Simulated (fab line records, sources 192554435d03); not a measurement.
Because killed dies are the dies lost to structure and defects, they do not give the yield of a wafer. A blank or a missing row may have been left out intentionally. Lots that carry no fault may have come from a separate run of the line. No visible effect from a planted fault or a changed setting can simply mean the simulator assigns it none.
Matching of chambers / flow n5_finfet / N5_BEOL_M7_CMP_52 on cmp-03: 4 sister chambers
The step polishes, stops on SiCOH lowk, t overpolish 6.9 s, target thk 80 nm. 16 wafers are shown with their chamber, then 8 later ones without.

## WAFERS WITH THEIR CHAMBER
wafer=L079.1; chamber=0; motor_current_A (A)=7.0; barrier_field_endpoint_s (s)=28.0; time_to_endpoint_s (s)=58.6
wafer=L079.3; chamber=3; motor_current_A (A)=6.3; barrier_field_endpoint_s (s)=28.2; time_to_endpoint_s (s)=56.4
wafer=L079.6; chamber=2; motor_current_A (A)=6.1; barrier_field_endpoint_s (s)=29.7; time_to_endpoint_s (s)=63.5
wafer=L081.1; chamber=2; motor_current_A (A)=6.4; barrier_field_endpoint_s (s)=28.2; time_to_endpoint_s (s)=59.7
wafer=L081.2; chamber=0; motor_current_A (A)=7.2; barrier_field_endpoint_s (s)=28.4; time_to_endpoint_s (s)=59.6
wafer=L081.5; chamber=1; motor_current_A (A)=5.1; barrier_field_endpoint_s (s)=29.4; time_to_endpoint_s (s)=61.0
wafer=L083.1; chamber=3; motor_current_A (A)=6.5; barrier_field_endpoint_s (s)=27.7; time_to_endpoint_s (s)=59.8
wafer=L083.2; chamber=1; motor_current_A (A)=4.8; barrier_field_endpoint_s (s)=29.2; time_to_endpoint_s (s)=65.1
wafer=L083.3; chamber=0; motor_current_A (A)=7.0; barrier_field_endpoint_s (s)=28.3; time_to_endpoint_s (s)=62.8
wafer=L084.1; chamber=1; motor_current_A (A)=5.3; barrier_field_endpoint_s (s)=30.1; time_to_endpoint_s (s)=69.2
wafer=L084.5; chamber=1; motor_current_A (A)=4.9; barrier_field_endpoint_s (s)=29.6; time_to_endpoint_s (s)=66.6
wafer=L084.6; chamber=2; motor_current_A (A)=6.1; barrier_field_endpoint_s (s)=30.0; time_to_endpoint_s (s)=69.1
wafer=L087.2; chamber=1; motor_current_A (A)=4.8; barrier_field_endpoint_s (s)=29.4; time_to_endpoint_s (s)=64.6
wafer=L087.5; chamber=2; motor_current_A (A)=6.4; barrier_field_endpoint_s (s)=29.3; time_to_endpoint_s (s)=64.4
wafer=L087.6; chamber=1; motor_current_A (A)=4.9; barrier_field_endpoint_s (s)=29.3; time_to_endpoint_s (s)=64.5
wafer=L086.1; chamber=3; motor_current_A (A)=6.2; barrier_field_endpoint_s (s)=28.0; time_to_endpoint_s (s)=56.8

SIGNATURES, as means of the wafers listed above
reading=motor_current_A; chamber 0=7.067; chamber 1=4.967; chamber 2=6.250; chamber 3=6.333; scatter within a chamber=0.172
reading=barrier_field_endpoint_s; chamber 0=28.233; chamber 1=29.500; chamber 2=29.300; chamber 3=27.967; scatter within a chamber=0.465
reading=time_to_endpoint_s; chamber 0=60.333; chamber 1=65.167; chamber 2=64.175; chamber 3=57.667; scatter within a chamber=2.85
Rule: a wafer lies at a distance from a chamber equal to the root of the sum of squares, over the readings, of (its reading less the chamber's mean, divided by the reading's scatter). The wafer belongs to the nearest chamber; if the next one is less than 2 further off, it can't be placed. The scatter: the root of (the sum of the squares of (reading less its chamber's mean) over the shown wafers, divided by (wafers less chambers)).

## WAFERS WITH NO CHAMBER GIVEN
wafer=L086.3; motor_current_A (A)=6.2; barrier_field_endpoint_s (s)=29.1; time_to_endpoint_s (s)=63.3
wafer=L086.5; motor_current_A (A)=5.0; barrier_field_endpoint_s (s)=29.1; time_to_endpoint_s (s)=62.0
wafer=L088.3; motor_current_A (A)=6.4; barrier_field_endpoint_s (s)=27.9; time_to_endpoint_s (s)=59.5
wafer=L088.5; motor_current_A (A)=5.2; barrier_field_endpoint_s (s)=29.2; time_to_endpoint_s (s)=64.6
wafer=L088.6; motor_current_A (A)=7.5; barrier_field_endpoint_s (s)=29.4; time_to_endpoint_s (s)=65.7
wafer=L090.1; motor_current_A (A)=7.1; barrier_field_endpoint_s (s)=28.9; time_to_endpoint_s (s)=66.1
wafer=L090.3; motor_current_A (A)=6.0; barrier_field_endpoint_s (s)=29.1; time_to_endpoint_s (s)=68.8
wafer=L090.5; motor_current_A (A)=6.0; barrier_field_endpoint_s (s)=29.6; time_to_endpoint_s (s)=67.0

## WHICH CHAMBER EACH WENT THROUGH
wafer=L086.3; from the rows above=2; in truth=2
wafer=L086.5; from the rows above=1; in truth=1
wafer=L088.3; from the rows above=3; in truth=3
wafer=L088.5; from the rows above=1; in truth=1
wafer=L088.6; from the rows above=0; in truth=0
wafer=L090.1; from the rows above=0; in truth=0
wafer=L090.3; from the rows above=2; in truth=2
wafer=L090.5; from the rows above=2; in truth=2
Correctly placed: 8 of 8. Can't be placed from these rows: 0. Number placed wrongly: 0.
